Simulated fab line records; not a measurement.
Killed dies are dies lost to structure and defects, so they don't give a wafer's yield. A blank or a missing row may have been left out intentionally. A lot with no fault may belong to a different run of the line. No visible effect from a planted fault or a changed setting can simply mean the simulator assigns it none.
Split-lot trial -- flow n5_finfet -- on a route of 1938 steps: 7 lots, 39 wafers read

== THE SPLIT ==
At N5_BEOL_M13_SPUTTER_43 (material TaN, target thk 15 nm, time 24.19 s), the setting time_s was moved away from the recipe's 24.19 s on 15 of the 39 wafers read, by -51.8% to +51.5%. All remaining wafers had this setting at the recipe value.

== FROM THE SPLIT TO THE READING: what the file shows between them, 4 steps ==
- N5_BEOL_M13_SPUTTER_44: material Ta, target thk 10 nm, time 16.13 s
- N5_BEOL_M13_SPUTTER_45: material Cu, target thk 80 nm, time 13.33 s
- N5_BEOL_M13_ECD_47: material Cu, target thk 936 nm
- N5_BEOL_M13_ANNEAL_48: time 90 s

== THE READING ==
barrier_field_endpoint_s, in s, at N5_BEOL_M13_CMP_49 (polishes, stops on SiOC, t overpolish 17.1 s, target thk 420 nm). On this fab line, fault-free wafers typically give 30.0 s with a standard deviation of 0.94 s.

wafer,"tool, chamber at the split","time_s as run, s",against the recipe,"barrier_field_endpoint_s, s",against lot-mates on the recipe
L080.4,"pvd_sputter-01, -",24.19,recipe,29.6,-
L080.2,"pvd_sputter-01, -",24.19,recipe,31.3,-
L080.1,"pvd_sputter-01, -",24.19,recipe,31.1,-
L080.3,"pvd_sputter-01, -",11.65,-51.8%,21.4,-9.3
L080.6,"pvd_sputter-01, -",11.65,-51.8%,20.4,-10.3
L080.5,"pvd_sputter-01, -",11.65,-51.8%,21.8,-8.9
L079.4,"pvd_sputter-03, -",24.19,recipe,29.7,-
L079.1,"pvd_sputter-03, -",33.54,+38.7%,37.0,+7.1
L079.2,"pvd_sputter-03, -",24.19,recipe,29.4,-
L079.3,"pvd_sputter-03, -",33.54,+38.7%,37.3,+7.4
L079.6,"pvd_sputter-03, -",33.54,+38.7%,38.0,+8.1
L079.5,"pvd_sputter-03, -",24.19,recipe,30.6,-
L083.2,"pvd_sputter-02, -",24.19,recipe,28.0,-
L083.4,"pvd_sputter-02, -",24.19,recipe,29.2,-
L083.6,"pvd_sputter-02, -",24.19,recipe,28.9,-
L084.2,"pvd_sputter-03, -",20.42,-15.6%,25.8,-4.2
L084.3,"pvd_sputter-03, -",24.19,recipe,30.3,-
L084.1,"pvd_sputter-03, -",20.42,-15.6%,26.8,-3.2
L084.4,"pvd_sputter-03, -",20.42,-15.6%,25.9,-4.1
L084.6,"pvd_sputter-03, -",24.19,recipe,29.6,-
L084.5,"pvd_sputter-03, -",24.19,recipe,30.0,-
L091.3,"pvd_sputter-01, -",24.19,recipe,29.9,-
L091.2,"pvd_sputter-01, -",36.41,+50.5%,37.1,+7.3
L091.4,"pvd_sputter-01, -",36.41,+50.5%,39.0,+9.2
L091.1,"pvd_sputter-01, -",36.41,+50.5%,40.1,+10.3
L091.6,"pvd_sputter-01, -",24.19,recipe,29.8,-
L091.5,"pvd_sputter-01, -",24.19,recipe,29.7,-
L092.4,"pvd_sputter-02, -",24.19,recipe,30.0,-
L092.3,"pvd_sputter-02, -",36.64,+51.5%,38.8,+9.0
L092.1,"pvd_sputter-02, -",36.64,+51.5%,38.2,+8.4
L092.2,"pvd_sputter-02, -",36.64,+51.5%,37.8,+8.0
L092.6,"pvd_sputter-02, -",24.19,recipe,29.4,-
L092.5,"pvd_sputter-02, -",24.19,recipe,30.1,-
L097.4,"pvd_sputter-01, -",24.19,recipe,30.0,-
L097.2,"pvd_sputter-01, -",24.19,recipe,29.3,-
L097.1,"pvd_sputter-01, -",24.19,recipe,30.1,-
L097.3,"pvd_sputter-01, -",24.19,recipe,29.7,-
L097.6,"pvd_sputter-01, -",24.19,recipe,29.4,-
L097.5,"pvd_sputter-01, -",24.19,recipe,30.0,-

THE FIT
A straight line over all 39 wafers: barrier_field_endpoint_s changes by +0.175 s for each +1% of time_s; r = +0.99; the points scatter about the line by 0.81 s.
The same after taking each lot's own level away (the mean of its wafers on the recipe; 39 wafers): +0.18 s for each +1%; r = +0.99; scatter 0.68 s.
On that fit, the largest move of time_s shifts the reading by 9.3 s.
The lots' own levels span 28.70 to 30.67 s, that is 2.1 times the standard deviation above.
Hence the lot-to-lot level has little effect on the slope; both slopes agree.
Check: for one of the wafers moved furthest among these (-51.8%), held out of the fit, the line's prediction against its lot-mates is -9.5 s. It came out at -9.27 s against them.

== THE WHOLE CHAIN: every reading that the file lists as answering this split, in the file's order ==
step,what it does,reading,change (the file's fit),r (the file's)
N5_BEOL_M13_SPUTTER_43,"material TaN, target thk 15 nm, time 24.19 s","TaN_of_BEOL_M13_SPUTTER_43.thk_nm (the simulator's own value, which no gauge read)",+0.152 nm for each +1% of the setting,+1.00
N5_BEOL_M13_CMP_49,"polishes, stops on SiOC, t overpolish 17.1 s, target thk 420 nm",barrier_field_endpoint_s,+0.179 s for each +1% of the setting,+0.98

== THE FILE'S OWN FIT ==
barrier_field_endpoint_s changes by +0.179 s for each +1% of time_s, r = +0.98.
